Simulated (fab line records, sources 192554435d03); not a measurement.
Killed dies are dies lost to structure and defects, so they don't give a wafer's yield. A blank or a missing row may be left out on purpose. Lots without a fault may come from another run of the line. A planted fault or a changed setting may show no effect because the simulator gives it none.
fab line records | flow n5_finfet
record lots=11 wafers=29 last_day=18
route steps=1938 shown GATE_CUT@489 BEOL_M4@1111
lots that met no fault: from a run of the same line without faults
start_h: hours from the record's first day to the start of the lot's first wafer shown | wait_h: hours since the lot's step before | " the same as in the row above | L1.1+2: a row that stands for several wafers | - no value, or no start given | * or withheld: withheld | < > ~ a bound
route shown NAME@n: a module of which the file shows steps, and the number in the route of the first | usual: mean/standard deviation of fault-free wafers | same: alike in all rows | chamber/n: place in a boat | sites: the reading at each site | _std_site: their standard deviation | _edge_site: outer sites' mean less inner sites' | radius_mm: how far each site lies from the wafer's centre | mask NAME#n: copy n | behind: the tool/chamber that last shaped the wafer | hold: why the lot was held/for how many hours/how that ended | device: the transistor (n, p or np) that didn't switch | end of line: the same wafers' tests at the end of the route | a step without rows: its recipe alone | killed: dies lost to structure and defects at the first sort, not the wafer's yield | map: a wafer's dies, x killed, . not, _ none there
set.NAME: the setting as run; set.NAME@STEP: as run at that earlier step | model.NAME: the simulator's own value behind a step, which no gauge read
steps of the route over a sample of lots; a table a step, a row a wafer
services: from which hour (start_h, from the record's first day; less than 0 if before it) a tool's chamber was out of use, for how many hours, and why
## steps
# step N5_GATE_CUT_INSPECT_15
# recipe mode=adi inspect_instrument=brightfield
# usual raw_defect_count=132/41
# columns lot.wafer tool chamber start_h wait_h raw_defect_count
L152.2 defect_inspect-02 - 97.68 0.0 131
L152.3 " - " " 122
L153.2 defect_inspect-02 - 101.39 0.1 97
L153.5 " - " " 162
L153.6 " - " " 107
L156.1 defect_inspect-02 - 120.57 0.1 216
L156.3 " - " " 198
L156.4 " - " " 225
L157.2 defect_inspect-01 - 126.64 0.0 198
L157.3 " - " " 143
L157.5 " - " " 171
L160.2 defect_inspect-02 - 144.64 0.1 151
L160.4 " - " " 154
L160.6 " - " " 124
L162.2 defect_inspect-01 - 156.96 0.0 162
L162.5 " - " " 187
L162.6 " - " " 183
L166.1 defect_inspect-01 - 179.30 0.1 95
L166.3 " - " " 132
L166.5 " - " " 90
L167.1 defect_inspect-01 - 185.77 0.1 154
L167.4 " - " " 144
L169.1 defect_inspect-01 - 200.50 0.1 118
L169.6 " - " " 99
L172.4 defect_inspect-01 - 219.82 0.0 138
L172.5 " - " " 146
L172.6 " - " " 157
L173.2 defect_inspect-01 - 223.39 0.0 172
L173.4 " - " " 114
# step N5_GATE_CUT_CUT_ETCH_54
# recipe chemistry=Cl2/BCl3 target=TiN mask_material=SiO2 target_depth_a=967 pressure_mtorr=10 icp_w=1000 bias_w=126 Cl2_flow_sccm=53.25 bcl3_flow_sccm=21.75 Ar_flow_sccm=25 ends=cleared
# usual drypump_motor_current_A=5.59/0.25 etch_rf_on_time_s=36.6/0.91 oes_product_au=0.71/0.14 throttle_valve_pct=22.59/0.17
# columns lot.wafer tool chamber start_h wait_h drypump_motor_current_A etch_rf_on_time_s oes_product_au rf_hours_counter_h throttle_valve_pct
L152.2 rie_metal-03 1 98.16 0.0 5.46 38.6 0.67 37 22.39
L152.3 " 1 " " 5.45 38.4 0.68 - 22.41
L153.2 rie_metal-01 0 101.87 0.0 5.38 36.1 0.83 5 22.55
L153.5 " 0 " " 5.40 36.0 0.83 - 22.53
L153.6 " 1 " " 5.83 36.0 0.53 - 22.98
L156.1 rie_metal-02 0 121.05 0.0 5.28 37.1 0.55 117 22.56
L156.3 " 1 " " 5.80 36.7 0.52 - 22.42
L156.4 " 0 " " 5.29 37.4 0.56 - 22.54
L157.2 rie_metal-01 0 127.21 0.1 5.39 36.2 0.81 - 22.57
L157.3 " 0 " " 5.40 36.3 0.81 - 22.56
L157.5 " 0 " " 5.39 36.3 0.80 - 22.56
L160.2 rie_metal-01 0 145.13 0.0 5.40 36.2 0.80 10 22.56
L160.4 " 0 " " 5.40 36.0 0.81 - 22.56
L160.6 " 1 " " 5.86 35.8 0.89 - 22.86
L162.2 rie_metal-01 0 157.45 0.0 5.40 35.7 0.80 11 22.56
L162.5 " 1 " " 5.86 36.3 0.88 - 22.87
L162.6 " 0 " " 5.39 36.0 0.80 - 22.56
L166.1 rie_metal-03 1 179.79 0.0 5.43 37.7 0.67 45 22.43
L166.3 " 0 " " 5.97 37.7 0.55 - 22.74
L166.5 " 0 " " 5.97 37.6 0.55 - 22.74
L167.1 rie_metal-02 0 186.73 0.0 5.29 36.7 0.55 127 22.57
L167.4 " 1 " " 5.81 35.5 0.86 - 22.40
L169.1 rie_metal-03 1 201.05 0.1 5.44 37.8 0.67 47 22.43
L169.6 " 1 " " 5.43 37.8 0.67 - 22.43
L172.4 rie_metal-02 1 220.32 0.0 5.78 35.4 0.84 - 22.40
L172.5 " 0 " " 5.28 36.6 0.55 - 22.57
L172.6 " 1 " " 5.81 35.5 0.83 - 22.41
L173.2 rie_metal-01 0 223.88 0.0 5.39 36.3 0.77 16 22.58
L173.4 " 1 " " 5.83 35.5 0.85 - 22.86
# step N5_GATE_CUT_ALD_22
# recipe material=SiNx target_thk_a=160 temp_c=400 ald_precursor_family=SiH2I2 ald_co_reactant=N2/H2-plasma pulse_time_s=1 ald_cycles=320 purge_time_s=2 co_reactant_purge_time_s=2 pressure_torr=2
# usual heater_power_w=857/99 precursor_pulse_height_rel=1.006/0.02
# columns lot.wafer tool chamber start_h wait_h heater_power_w precursor_pulse_height_rel
L152.2 ald_sin-04 2 99.15 0.6 919 1.010
L152.3 " 3 " " 734 1.010
L153.2 ald_sin-02 0 102.26 0.0 688 1.013
L153.5 " 0 " " 685 1.023
L153.6 " 1 " " 949 1.021
L156.1 ald_sin-03 2 121.44 0.0 869 1.007
L156.3 " 0 " " 877 1.000
L156.4 " 1 " " 941 0.999
L157.2 ald_sin-02 2 127.78 0.0 748 0.981
L157.3 " 3 " " 981 0.986
L157.5 " 3 " " 992 1.000
L160.2 ald_sin-02 2 145.55 0.0 743 0.971
L160.4 " 3 " " 983 1.001
L160.6 " 3 " " 978 1.003
L162.2 ald_sin-02 3 157.83 0.0 983 0.995
L162.5 " 1 " " 944 1.011
L162.6 " 2 " " 728 1.034
L166.1 ald_sin-02 2 180.17 0.0 738 1.043
L166.3 " 0 " " 684 1.002
L166.5 " 1 " " 939 1.001
L167.1 ald_sin-02 1 188.94 1.9 960 0.969
L167.4 " 3 " " 994 1.017
L169.1 ald_sin-02 3 201.65 0.0 977 1.003
L169.6 " 2 " " 749 0.973
L172.4 ald_sin-03 0 221.24 0.6 878 1.018
L172.5 " 2 " " 833 0.976
L172.6 " 3 " " 790 1.007
L173.2 ald_sin-03 1 224.26 0.0 915 1.024
L173.4 " 2 " " 818 1.026
# step N5_GATE_CUT_CMP_23
# recipe stop_on=SiO2 t_overpolish_s=23.4 post_cmp_clean=alkaline_brush down_force_psi=2.5 platen_rpm=51.8 pad_velocity_m_s=1.0307 target_thk_nm=16
# usual head_pressure_psi=2.500/0.0058 motor_current_A=8.7/1.1 overpolish_run_s=23.400/0.0087 retaining_ring_pressure_frac=1.000/0.0052 time_to_endpoint_s=20/3.7
# columns lot.wafer tool chamber start_h wait_h head_pressure_psi motor_current_A overpolish_run_s retaining_ring_pressure_frac time_to_endpoint_s
L152.2 cmp-04 1 100.71 0.8 2.496 7.8 23.394 0.997 23
L152.3 " 2 " " 2.505 8.3 23.388 0.993 19
L153.2 cmp-01 3 103.82 0.8 2.495 7.4 23.422 0.993 19
L153.5 " 1 " " 2.502 11.4 23.397 1.011 16
L153.6 " 2 " " 2.502 9.1 23.402 1.007 22
L156.1 cmp-01 2 122.93 0.8 2.500 9.3 23.404 1.000 29
L156.4 " 3 " " 2.505 7.4 23.400 0.995 22
L156.3 " 1 " " 2.501 10.2 23.393 1.003 18
L157.2 cmp-04 2 129.31 0.8 2.505 8.5 23.401 1.002 17
L157.3 " 3 " " 2.511 8.6 23.411 1.002 24
L157.5 " 2 " " 2.503 7.9 23.400 0.997 18
L160.4 cmp-01 2 147.04 0.8 2.753 9.5 23.408 1.005 20
L160.2 " 0 " " 2.752 8.6 23.411 1.001 11
L160.6 " 2 " " 2.747 9.4 23.401 1.002 20
L162.2 cmp-01 2 159.32 0.8 2.752 9.6 23.395 0.993 21
L162.5 " 2 " " 2.760 9.3 23.409 0.996 22
L162.6 " 3 " " 2.747 7.7 23.411 1.001 18
L166.3 cmp-04 1 181.66 0.8 2.507 7.8 23.391 1.001 17
L166.1 " 2 " " 2.490 8.3 23.412 1.005 17
L166.5 " 2 " " 2.495 7.7 23.407 1.005 14
L167.4 cmp-03 3 190.51 0.8 2.497 8.4 23.410 1.004 17
L167.1 " 0 " " 2.496 8.3 23.406 1.001 24
L169.1 cmp-04 3 203.17 0.8 2.487 8.3 23.398 1.000 21
L169.6 " 3 " " 2.497 8.4 23.403 0.996 24
L172.4 cmp-04 1 222.74 0.8 2.496 7.8 23.409 1.002 21
L172.5 " 1 " " 2.505 7.7 23.391 0.997 20
L172.6 " 2 " " 2.496 8.2 23.392 0.993 19
L173.4 cmp-03 2 225.79 0.8 2.503 10.8 23.393 1.000 18
L173.2 " 3 " " 2.500 8.6 23.388 1.003 19
# step N5_BEOL_M4_RC_MEAS_101
# usual DIBL_N=36.1/2 DIBL_P=36.3/2.5 IOFF_N=0.16/0.037 IOFF_P=0.21/0.039 ION_N=678/15 ION_P=465/8.7 SS_N=71.4/0.7 SS_P=73.3/0.74 VT_N=249/3.6 VT_P=-250.0/2.9
# columns lot.wafer tool chamber start_h wait_h DIBL_N[mV/V] DIBL_P[mV/V] IOFF_N[nA/um] IOFF_P[nA/um] ION_N[uA/um] ION_P[uA/um] SS_N[mV/dec] SS_P[mV/dec] VT_N[mV] VT_P[mV]
L153.2 prober-02 0 181.22 0.2 33.3 30.4 0.09 0.15 643 452 70.6 72.3 257 -252.8
L153.5 " 0 " " 36.9 35.9 0.14 0.21 684 470 71.0 72.7 250 -250.1
L153.6 " 0 " " 33.6 30.2 0.09 0.14 642 443 70.6 71.8 258 -255.9
L152.2 prober-01 0 191.52 0.2 35.7 35.4 0.14 0.17 675 457 70.6 73.0 254 -255.2
L152.3 " 0 " " 37.6 37.8 0.18 0.22 674 460 72.1 74.7 249 -249.7
L156.1 prober-01 0 198.46 0.1 34.8 35.2 0.14 0.18 687 470 71.5 72.7 251 -250.1
L156.3 " 0 " " 34.5 35.1 0.13 0.17 670 459 71.3 73.1 251 -251.9
L156.4 " 0 " " 38.4 40.7 0.21 0.27 687 472 72.4 74.3 244 -245.6
L157.2 prober-02 0 199.78 0.2 32.3 30.4 0.09 0.14 653 459 70.1 71.2 257 -253.7
L157.3 " 0 " " 34.5 33.9 0.12 0.18 666 465 71.4 73.0 251 -250.1
L157.5 " 0 " " 37.8 38.5 0.17 0.25 672 467 71.9 73.8 248 -247.8
L160.2 prober-02 0 238.91 0.2 34.5 33.9 0.13 0.19 677 467 71.6 73.5 249 -249.3
L160.4 " 0 " " 36.6 35.8 0.16 0.22 685 462 72.0 73.9 246 -250.9
L160.6 " 0 " " 36.0 35.6 0.16 0.21 683 465 71.9 73.1 247 -249.6
L162.2 prober-02 0 256.44 0.2 38.8 41.2 0.25 0.32 705 485 72.3 73.9 243 -243.5
L162.5 " 0 " " 33.9 34.1 0.13 0.19 680 468 70.7 72.6 249 -252.0
L162.6 " 0 " " 38.7 39.1 0.23 0.27 697 474 72.0 73.4 244 -249.4
L166.1 prober-02 0 283.95 0.0 32.4 32.2 0.11 0.13 660 448 70.8 71.7 252 -256.9
L166.3 " 0 " " 35.0 36.2 0.15 0.18 670 458 71.6 73.5 250 -254.3
L166.5 " 0 " " 32.9 34.0 0.13 0.16 675 461 70.4 71.8 248 -254.9
L167.1 prober-02 0 299.15 0.0 35.3 36.6 0.15 0.21 654 456 71.2 73.1 252 -249.0
L167.4 " 0 " " 34.1 34.7 0.14 0.19 674 473 70.5 71.9 251 -250.6
L169.1 prober-02 0 308.27 0.0 34.5 35.3 0.15 0.20 690 476 71.0 72.5 249 -250.5
L169.6 " 0 " " 34.3 35.2 0.13 0.19 660 453 70.8 72.5 252 -249.1
L173.2 prober-02 0 313.26 0.2 34.2 34.1 0.13 0.18 676 466 70.1 73.3 251 -251.3
L173.4 " 0 " " 36.9 37.5 0.16 0.23 672 468 71.6 74.1 251 -249.1
L172.4 prober-01 0 325.44 0.5 39.8 41.0 0.25 0.31 702 476 72.3 74.4 242 -245.9
L172.5 " 0 " " 36.3 37.9 0.17 0.25 687 474 71.1 74.2 246 -244.9
L172.6 " 0 " " 37.8 38.1 0.21 0.24 689 460 72.4 74.1 244 -248.1
## services
# columns tool chamber start_h hours kind
ald_sin-03 - 77.00 0.6 repair
cmp-04 - 80.10 20.2 pm
ald_sin-02 - 93.19 0.3 repair
rie_metal-01 1 111.38 - clean
rie_metal-01 1 111.38 16.4 scheduled_down
rie_metal-01 1 111.38 16.4 vent_cycle
rie_metal-03 - 119.00 2.8 pm
cmp-03 - 119.44 0.9 repair
rie_metal-02 1 127.65 - clean
rie_metal-02 1 127.65 19.8 scheduled_down
rie_metal-02 1 127.65 19.8 vent_cycle
cmp-04 - 140.74 4.0 pm
cmp-04 - 144.74 - consumable_replace:conditioner
cmp-04 - 144.74 - consumable_replace:pad
cmp-01 - 147.27 0.3 repair
cmp-01 - 151.92 1.6 repair
rie_metal-01 - 158.39 2.1 repair
ald_sin-02 - 164.05 2.8 repair
cmp-04 - 171.47 3.7 pm
ald_sin-03 - 178.32 14.0 pm
ald_sin-03 0 178.32 14.0 vent_cycle
cmp-03 - 185.96 4.0 pm
rie_metal-03 0 188.68 12.9 repair
cmp-03 - 202.86 7.1 pm
## key
first_sign step=N5_GATE_CUT_CMP_23 reading=head_pressure_psi direction=up sigmas=44 usual=2.500 struck=2.752
effect none on later readings
met_at N5_GATE_CUT_CMP_23
struck_lots L160,L162
not_acting_at N5_GATE_CUT_INSPECT_15,N5_GATE_CUT_CUT_ETCH_54,N5_GATE_CUT_ALD_22
onset_between 122.93 147.04
earlier_fault kind=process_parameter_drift tool=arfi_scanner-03 chamber=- onset_h=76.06 steps=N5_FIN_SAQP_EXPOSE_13 channel=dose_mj offset=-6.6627 shape=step acts_in=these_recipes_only stated=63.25
fault kind=process_parameter_drift tool=cmp-01 chamber=- onset_h=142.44 steps=N5_GATE_CUT_CMP_23 channel=down_force_psi offset=0.24989 shape=step acts_in=these_recipes_only stated=2.5
